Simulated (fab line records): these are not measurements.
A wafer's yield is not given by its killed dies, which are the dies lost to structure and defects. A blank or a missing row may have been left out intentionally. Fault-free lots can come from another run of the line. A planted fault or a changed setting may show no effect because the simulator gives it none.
fab line records	flow nand_harc
[record] lots = 10	wafers = 30	last_day = 33
route steps=1302 shown A_CHANNEL_HOLE_D1@466 END@1302
lots untouched by any fault: they come from a run of this same line in which no faults occurred
start_h: hours from the record's opening day to when the first of the lot's shown wafers began	wait_h: hours from the lot's prior step to this one	" identical to the entry in the row above	L1.1+2: a row that stands for several wafers	- either no value or no given start	* or withheld: withheld	< > ~ a bound
route shown NAME@n: a module of which the file shows steps, and the number in the route of the first	usual: mean and standard deviation over wafers with no fault	same: alike in all rows	chamber/n: place in a boat	sites: readings site by site	_std_site: the standard deviation of these	_edge_site: inner sites' mean taken away from outer sites' mean	radius_mm: how far each site lies from the wafer's centre	mask NAME#n: copy n	behind: the most recent tool/chamber to have shaped the wafer	hold: what put the lot on hold/how long, in hours/how the hold closed	device: names the non-switching transistor (n, p or np)	end of line: at the end of the route, the tests of the same wafers	a step with no rows: only its recipe	killed: dies lost to structure and defects at the first sort, not the wafer's yield	map: a wafer's dies, marking killed ones x, the rest . and places with no die _
set.NAME: the setting as run; set.NAME@STEP: as run at that earlier step	model.NAME: the simulator's own value behind a step, which no gauge read
steps of the route over a sample of lots; a table a step, a row a wafer
services: when a tool's chamber went out of use (start_h, in hours from the record's first day, below 0 if earlier), for how many hours, and the reason
[[steps]]
[step NHARC_A_CHANNEL_HOLE_D1_ETCH_38]
[recipe] target_depth_a = 390	over_etch_frac = 0.3	time_s = 65	ion_energy_ev = 80	cf4_flow_sccm = 150	ar_flow_sccm = 0	rf_w = 300	bias_w = 100	chemistry = CF4
[usual] drypump_motor_current_A = 5.5/0.4	oes_product_au = 0.996/0.011	rf_vpp_V = 151.4/1.1	showerhead_plenum_p_Torr = 1.78/0.069	throttle_valve_pct = 13.284/0.0093
[same] over_etch_frac = 0.3
lot.wafer	tool	chamber	start_h	wait_h	drypump_motor_current_A	oes_product_au	rf_hours_counter_h	rf_vpp_V	showerhead_plenum_p_Torr	throttle_valve_pct
L502.2	rie_diel-03	3	202.04	0.1	5.6	1.004	35	152.1	1.77	13.282
L502.6	"	0	"	"	5.2	0.983	-	149.8	1.67	13.286
L502.5	"	3	"	"	5.6	0.999	-	151.9	1.77	13.296
L503.2	rie_diel-08	0	206.20	0.1	5.0	1.001	1	149.9	1.76	13.291
L503.6	"	3	"	"	5.6	0.985	-	150.8	1.76	13.288
L503.5	"	0	"	"	5.0	1.004	-	152.4	1.76	13.271
L504.2	rie_diel-06	2	217.59	0.1	5.4	1.007	27	151.1	1.72	13.284
L504.4	"	3	"	"	5.9	1.007	29	150.7	1.81	13.310
L504.6	"	3	"	"	5.9	1.006	-	152.3	1.81	13.297
L509.2	rie_diel-08	0	251.98	0.1	5.0	1.004	5	152.4	1.76	13.277
L509.1	"	1	"	"	5.3	1.003	4	150.1	1.70	13.282
L509.5	"	2	"	"	6.2	1.026	-	152.2	1.88	13.263
L508.3	rie_diel-08	0	253.43	0.1	5.0	0.995	5	152.9	1.76	13.292
L508.2	"	1	"	"	5.3	0.990	4	150.2	1.70	13.272
L508.5	"	0	"	"	5.0	0.998	-	150.7	1.76	13.272
L511.3	rie_diel-08	1	275.62	0.1	5.3	0.993	7	150.3	1.70	13.290
L511.1	"	3	"	"	5.6	0.982	8	150.5	1.75	13.292
L511.6	"	1	"	"	5.3	0.998	-	151.2	1.70	13.285
L510.4	rie_diel-06	2	277.21	0.1	5.4	0.999	45	151.5	1.72	13.290
L510.2	"	0	"	"	5.0	0.983	45	153.0	1.90	13.277
L510.5	"	1	"	"	5.3	1.011	-	150.8	1.76	13.300
L514.1	rie_diel-08	2	321.23	0.1	6.2	0.993	9	151.8	1.88	13.289
L514.6	"	1	"	"	5.3	0.987	-	149.1	1.70	13.284
L514.4	"	2	"	"	6.2	0.995	-	153.0	1.88	13.270
L515.1	rie_diel-08	1	330.70	0.1	5.3	0.991	11	150.4	1.70	13.280
L515.2	"	2	"	"	6.2	0.988	10	152.8	1.88	13.299
L515.5	"	1	"	"	5.3	0.984	-	152.0	1.70	13.287
L524.1	rie_diel-03	2	410.24	0.1	5.4	1.013	43	152.5	1.79	13.289
L524.2	"	1	"	"	5.8	0.992	41	152.2	1.89	13.275
L524.5	"	3	"	"	5.6	0.997	-	150.9	1.75	13.290
[step NHARC_A_CHANNEL_HOLE_D1_ETCH_24]
[recipe] bias_v = 5000	source_w = withheld	pressure_mtorr = 20	time_s = 906.2	ar_flow_sccm = 375	c4f8_flow_sccm = 93.8	o2_flow_sccm = 31.2	temp_c = -20	target_depth_a = 15000	chemistry = C4F8/O2/Ar
[usual] drypump_motor_current_A = 5.75/0.25	o2_flow_sccm = 31.19/0.095	showerhead_plenum_p_Torr = 3.66/0.062	throttle_valve_pct = 32.235/0.0085
lot.wafer	tool	chamber	start_h	wait_h	drypump_motor_current_A	o2_flow_sccm	rf_hours_counter_h	showerhead_plenum_p_Torr	throttle_valve_pct
L502.2	har_etch-02	1	205.59	0.6	5.77	31.11	304	3.76	32.231
L502.5	"	0	"	"	6.01	31.18	-	3.67	32.234
L502.6	"	1	"	"	5.76	31.23	-	3.76	32.246
L503.2	har_etch-01	1	209.40	0.6	5.68	31.09	101	3.72	32.234
L503.6	"	1	"	"	5.70	30.99	-	3.72	32.228
L503.5	"	0	"	"	5.32	31.09	-	3.59	32.247
L504.2	har_etch-02	1	222.25	0.6	5.73	31.16	316	3.75	32.235
L504.4	"	0	"	"	6.05	31.05	-	3.66	32.230
L504.6	"	0	"	"	6.04	31.18	-	3.66	32.233
L509.1	har_etch-02	1	255.17	0.6	5.80	31.19	331	3.74	32.232
L509.2	"	0	"	"	6.02	31.28	331	3.65	32.234
L509.5	"	1	"	"	5.79	31.19	-	3.74	32.258
L508.2	har_etch-01	1	256.65	0.6	5.67	31.30	128	3.71	32.237
L508.3	"	1	"	"	5.69	31.19	-	3.71	32.238
L508.5	"	1	"	"	5.68	31.30	-	3.71	32.219
L511.1	har_etch-02	1	279.02	0.6	5.77	30.97	342	3.74	32.227
L511.3	"	1	"	"	5.78	31.16	-	3.74	32.226
L511.6	"	1	"	"	5.80	31.15	-	3.74	32.249
L510.2	har_etch-01	0	282.26	0.6	5.30	31.19	140	3.57	32.226
L510.4	"	1	"	"	5.70	31.28	-	3.70	32.237
L510.5	"	1	"	"	5.71	31.18	-	3.70	32.225
L514.1	har_etch-02	1	324.77	0.6	5.78	31.12	369	3.72	32.229
L514.4	"	0	"	"	6.03	31.35	-	3.63	32.235
L514.6	"	1	"	"	5.79	31.20	-	3.72	32.243
L515.1	har_etch-02	0	333.95	0.6	6.01	31.08	373	3.63	32.235
L515.2	"	1	"	"	5.78	31.11	373	3.72	32.229
L515.5	"	1	"	"	5.81	31.29	-	3.72	32.235
L524.2	har_etch-02	0	415.52	0.6	6.04	31.21	14	3.61	32.228
L524.1	"	1	"	"	5.78	31.24	14	3.69	32.235
L524.5	"	0	"	"	6.06	31.17	-	3.61	32.232
[step NHARC_A_CHANNEL_HOLE_D1_ETCH_26]
[recipe] bias_v = 300	source_w = 2000	pressure_mtorr = 30	time_s = 224.1	ar_flow_sccm = 375	c4f8_flow_sccm = 11.4	o2_flow_sccm = 113.6	temp_c = -20	target_depth_a = 3000	chemistry = C4F8/O2/Ar
[usual] drypump_motor_current_A = 5.76/0.24	o2_flow_sccm = 113.6/0.33	showerhead_plenum_p_Torr = 3.71/0.066	throttle_valve_pct = 24.584/0.0096
lot.wafer	tool	chamber	start_h	wait_h	drypump_motor_current_A	o2_flow_sccm	rf_hours_counter_h	showerhead_plenum_p_Torr	throttle_valve_pct
L502.2	har_etch-02	1	207.13	0.6	5.78	114.4	306	3.81	24.579
L502.5	"	0	"	"	6.04	113.4	-	3.72	24.574
L502.6	"	1	"	"	5.79	113.9	-	3.81	24.581
L503.2	har_etch-01	1	211.05	0.7	5.71	112.8	103	3.77	24.578
L503.6	"	1	"	"	5.72	113.7	-	3.77	24.576
L503.5	"	0	"	"	5.38	113.7	-	3.64	24.591
L504.2	har_etch-02	1	223.91	0.7	5.82	113.8	317	3.80	24.589
L504.4	"	0	"	"	6.02	113.1	-	3.71	24.591
L504.6	"	0	"	"	6.05	113.1	-	3.71	24.598
L509.1	har_etch-02	1	256.81	0.7	5.82	113.9	333	3.79	24.592
L509.2	"	0	"	"	6.01	113.8	333	3.70	24.580
L509.5	"	1	"	"	5.79	113.5	-	3.79	24.599
L508.2	har_etch-01	1	258.29	0.7	5.70	113.4	130	3.76	24.577
L508.3	"	1	"	"	5.70	113.3	-	3.76	24.573
L508.5	"	1	"	"	5.69	113.2	-	3.76	24.582
L511.1	har_etch-02	1	280.57	0.6	5.78	113.3	344	3.79	24.587
L511.3	"	1	"	"	5.79	113.2	-	3.79	24.582
L511.6	"	1	"	"	5.78	113.3	-	3.79	24.577
L510.2	har_etch-01	0	283.91	0.7	5.34	113.6	141	3.62	24.590
L510.4	"	1	"	"	5.69	113.8	-	3.75	24.578
L510.5	"	1	"	"	5.70	113.6	-	3.75	24.603
L514.1	har_etch-02	1	326.31	0.6	5.77	113.5	371	3.77	24.583
L514.4	"	0	"	"	6.03	113.4	-	3.68	24.584
L514.6	"	1	"	"	5.80	113.6	-	3.77	24.601
L515.1	har_etch-02	0	335.59	0.7	6.02	113.8	375	3.68	24.611
L515.2	"	1	"	"	5.76	113.2	375	3.77	24.589
L515.5	"	1	"	"	5.75	113.5	-	3.77	24.579
L524.2	har_etch-02	0	417.16	0.7	6.01	113.1	15	3.65	24.581
L524.1	"	1	"	"	5.77	113.7	15	3.74	24.580
L524.5	"	0	"	"	6.04	113.9	-	3.65	24.595
[step NHARC_A_CHANNEL_HOLE_D1_ETCH_44]
[recipe] target_depth_a = 1400	overetch_a = 140	time_s = 77	ion_energy_ev = 100	cf4_flow_sccm = 80	o2_flow_sccm = 20	ar_flow_sccm = 0	rf_w = 300	bias_w = 100	chemistry = CF4/O2
[usual] drypump_motor_current_A = 5.5/0.38	o2_flow_sccm = 20.01/0.061	oes_product_au = 0.997/0.011	rf_vpp_V = 198.0/1.4	showerhead_plenum_p_Torr = 1.34/0.056	throttle_valve_pct = 13.396/0.0081
lot.wafer	tool	chamber	start_h	wait_h	drypump_motor_current_A	o2_flow_sccm	oes_product_au	rf_hours_counter_h	rf_vpp_V	showerhead_plenum_p_Torr	throttle_valve_pct
L502.2	rie_diel-03	3	208.09	0.1	5.6	20.06	0.999	36	197.9	1.34	13.400
L502.6	"	2	"	"	5.4	19.98	0.977	-	199.3	1.37	13.395
L502.5	"	3	"	"	5.6	19.98	1.001	-	197.9	1.34	13.393
L503.2	rie_diel-08	1	212.00	0.0	5.3	20.03	0.980	1	196.7	1.28	13.389
L503.5	"	1	"	"	5.3	19.99	0.983	-	196.9	1.28	13.412
L503.6	"	2	"	"	6.2	19.95	0.999	-	201.7	1.42	13.396
L504.4	rie_diel-06	1	224.88	0.0	5.3	20.06	1.014	27	199.2	1.33	13.395
L504.2	"	3	"	"	5.9	20.06	1.000	32	198.5	1.37	13.400
L504.6	"	2	"	"	5.4	20.12	1.012	-	198.3	1.30	13.392
L509.1	rie_diel-08	1	257.75	0.1	5.3	19.92	0.986	5	196.6	1.28	13.400
L509.2	"	3	"	"	5.6	20.08	0.986	7	199.2	1.32	13.380
L509.5	"	1	"	"	5.3	20.05	0.998	-	197.2	1.28	13.390
L508.2	rie_diel-03	0	259.24	0.1	5.2	19.97	0.978	58	195.3	1.25	13.392
L508.3	"	3	"	"	5.6	19.97	1.005	57	198.6	1.33	13.404
L508.5	"	0	"	"	5.2	19.96	0.983	-	196.8	1.25	13.403
L511.1	rie_diel-08	1	281.49	0.1	5.3	20.14	0.999	8	196.8	1.28	13.401
L511.3	"	3	"	"	5.6	20.02	0.993	9	198.3	1.32	13.392
L511.6	"	1	"	"	5.3	20.13	0.996	-	197.3	1.28	13.394
L510.4	rie_diel-08	0	284.86	0.1	5.0	20.04	1.002	9	197.7	1.33	13.397
L510.2	"	2	"	"	6.2	20.01	0.997	7	200.0	1.42	13.371
L510.5	"	3	"	"	5.6	20.07	0.993	-	197.0	1.32	13.403
L514.1	rie_diel-03	2	327.22	0.1	5.4	19.95	1.014	14	199.0	1.36	13.396
L514.4	"	0	"	"	5.2	20.05	0.995	14	195.8	1.25	13.374
L514.6	"	2	"	"	5.4	20.01	1.007	-	198.0	1.36	13.401
L515.2	rie_diel-03	2	336.53	0.0	5.4	19.94	1.008	15	198.1	1.36	13.387
L515.1	"	0	"	"	5.2	19.99	1.007	15	195.5	1.24	13.393
L515.5	"	3	"	"	5.7	19.94	1.004	-	195.2	1.33	13.410
L524.2	rie_diel-08	0	418.13	0.1	5.0	20.08	0.991	3	197.3	1.33	13.390
L524.1	"	1	"	"	5.3	20.00	0.993	3	196.5	1.28	13.386
L524.5	"	3	"	"	5.6	19.90	0.986	-	197.0	1.32	13.398
[step NHARC_A_CHANNEL_HOLE_D1_INSPECT_40]
[usual] raw_defect_count = 79/24
lot.wafer	tool	chamber	start_h	wait_h	raw_defect_count
L502.2	defect_inspect-02	-	209.20	-	102
L502.5	"	-	"	"	115
L502.6	"	-	"	"	81
L503.2	defect_inspect-01	-	212.97	-	40
L503.5	"	-	"	"	45
L503.6	"	-	"	"	52
L504.2	defect_inspect-02	-	225.88	-	98
L504.4	"	-	"	"	116
L504.6	"	-	"	"	106
L509.1	defect_inspect-02	-	258.74	-	94
L509.2	"	-	"	"	87
L509.5	"	-	"	"	106
L508.2	defect_inspect-02	-	260.21	-	64
L508.3	"	-	"	"	33
L508.5	"	-	"	"	50
L511.1	defect_inspect-01	-	282.47	-	88
L511.3	"	-	"	"	91
L511.6	"	-	"	"	80
L510.2	defect_inspect-02	-	285.83	-	53
L510.4	"	-	"	"	44
L510.5	"	-	"	"	36
L514.1	defect_inspect-02	-	328.20	-	885
L514.4	"	-	"	"	839
L514.6	"	-	"	"	915
L515.1	defect_inspect-02	-	337.50	-	911
L515.2	"	-	"	"	846
L515.5	"	-	"	"	900
L524.1	defect_inspect-02	-	419.09	-	36
L524.2	"	-	"	"	33
L524.5	"	-	"	"	41
[step NHARC_END_SORT_01]
[recipe] temp_c = 25
[usual] killed_at_array = 61/24	killed_at_other = 1.2/1.3	killed_at_periphery = 3.7/2.6	killed_dies = 66/23	killed_open = 3.3/1.8	killed_short = 2.4/1.6
[same] gross_dies = 677
lot.wafer	tool	chamber	start_h	wait_h	killed_at_array	killed_at_other	killed_at_periphery	killed_dies	killed_open	killed_short
L514.1	prober-01	0	703.95	2.5	113	2	7	122	4	1
L514.4	prober-01	0	706.35	3.4	120	1	7	128	3	1
L514.6	prober-01	0	707.94	4.0	129	1	2	132	3	3
L515.1	prober-01	0	716.55	2.5	148	3	6	157	1	2
L515.2	prober-01	0	717.35	2.8	117	0	3	120	1	1
L515.5	prober-01	0	719.76	3.7	116	3	2	121	3	2
// killed by level:class
L514.1 A_CHANNEL_HOLE_D1:unspecified=68 A_CHANNEL_HOLE_D1:chamber_film_flake=28 A_CHANNEL_HOLE_D2:chamber_film_flake=6 A_STAIRCASE:chamber_film_flake=4 P_CONTACT:chamber_film_flake=3 A_M0:geometric_particle:open=2 P_GATE:chamber_film_flake=2 THIN_TSV:chamber_film_flake=2
L514.4 A_CHANNEL_HOLE_D1:unspecified=71 A_CHANNEL_HOLE_D1:chamber_film_flake=31 A_STAIRCASE:chamber_film_flake=7 P_GATE:chamber_film_flake=3 A_CHANNEL_HOLE_D2:chamber_film_flake=3 P_ZERO_WELL:chamber_film_flake=2 A_SLIT:chamber_film_flake=2 A_CONTACT:chamber_film_flake=2
L514.6 A_CHANNEL_HOLE_D1:unspecified=90 A_CHANNEL_HOLE_D1:chamber_film_flake=14 A_STAIRCASE:chamber_film_flake=6 A_CHANNEL_HOLE_D2:chamber_film_flake=5 A_SLIT:chamber_film_flake=4 A_DECK1_JOINT:chamber_film_flake=2 A_DECK1_JOINT:geometric_particle:open=1 A_ONON_D2:geometric_particle:open=1
L515.1 A_CHANNEL_HOLE_D1:unspecified=92 A_CHANNEL_HOLE_D1:chamber_film_flake=42 P_CONTACT:chamber_film_flake=4 A_STAIRCASE:chamber_film_flake=4 A_CONTACT:chamber_film_flake=4 THIN_TSV:chamber_film_flake=3 A_SLIT:chamber_film_flake=2 A_ONON_D1:geometric_particle:open=1
L515.2 A_CHANNEL_HOLE_D1:unspecified=70 A_CHANNEL_HOLE_D1:chamber_film_flake=29 A_SLIT:chamber_film_flake=7 A_CONTACT:chamber_film_flake=4 A_STAIRCASE:chamber_film_flake=3 P_CONTACT:geometric_particle:open=1 A_ONON_D2:geometric_particle:short=1 P_GATE:chamber_film_flake=1
L515.5 A_CHANNEL_HOLE_D1:unspecified=86 A_CHANNEL_HOLE_D1:chamber_film_flake=19 THIN_TSV:chamber_film_flake=3 A_SGD_CUT:chamber_film_flake=2 A_CONTACT:chamber_film_flake=2 P_CONTACT:geometric_particle:open=1 A_CHANNEL_FILL_D1:geometric_particle:short=1 A_WL_FILL:geometric_particle:short=1
[[services]]
tool	chamber	start_h	hours	kind
rie_diel-08	-	190.80	9.0	pm
rie_diel-08	0	190.80	9.0	vent_cycle
rie_diel-08	1	190.80	11.8	vent_cycle
rie_diel-08	2	190.80	14.2	vent_cycle
rie_diel-08	3	190.80	9.0	vent_cycle
rie_diel-08	0	199.80	-	clean
rie_diel-08	3	199.80	-	clean
rie_diel-06	0	205.30	7.9	repair
rie_diel-08	2	220.81	3.7	repair
rie_diel-08	2	235.95	8.1	repair
rie_diel-06	0	266.68	1.7	repair
rie_diel-03	-	281.44	9.0	pm
rie_diel-06	3	299.02	2.8	repair
rie_diel-06	-	307.39	9.0	pm
rie_diel-08	0	317.44	8.6	repair
rie_diel-03	2	346.07	1.6	repair
rie_diel-08	-	367.80	9.0	pm
har_etch-02	-	380.97	17.0	pm
har_etch-02	0	380.97	17.0	vent_cycle
har_etch-02	1	380.97	17.0	vent_cycle
har_etch-02	0	397.97	-	clean
har_etch-02	0	397.97	-	consumable_replace:focus_ring
har_etch-02	1	397.97	-	clean
har_etch-02	1	397.97	-	consumable_replace:focus_ring
[[key]]
[first_sign] step = NHARC_A_CHANNEL_HOLE_D1_INSPECT_40	reading = raw_defect_count	direction = up	sigmas = 33	usual = 79	struck = 883
[effect] step = NHARC_END_SORT_01	reading = killed_dies	direction = up	sigmas = 2.8	usual = 66	struck = 130
[more_kills_born_at] NHARC_A_CHANNEL_HOLE_D1_ETCH_38@rie_diel-08 = 477
met_at NHARC_A_CHANNEL_HOLE_D1_ETCH_38
struck_lots L514,L515
tester_left_out L514,L515
not_acting_at NHARC_A_CHANNEL_HOLE_D1_ETCH_24,NHARC_A_CHANNEL_HOLE_D1_ETCH_26,NHARC_A_CHANNEL_HOLE_D1_ETCH_44
onset_between 275.62 321.23
[fault] kind = chamber_particle_source	tool = rie_diel-08	chamber = -	onset_h = 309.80	steps = NHARC_A_CHANNEL_HOLE_D1_ETCH_38	rate_per_visit_cm2 = 1.217	end_h = 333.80
// tester_left_out: of these lots the tester's yield and bins aren't shown, on N5 and GAA mostly nor the transistor test; their killed dies are dies lost to structure and defects alone, not to doping, threshold or leakage, so they don't give the yield
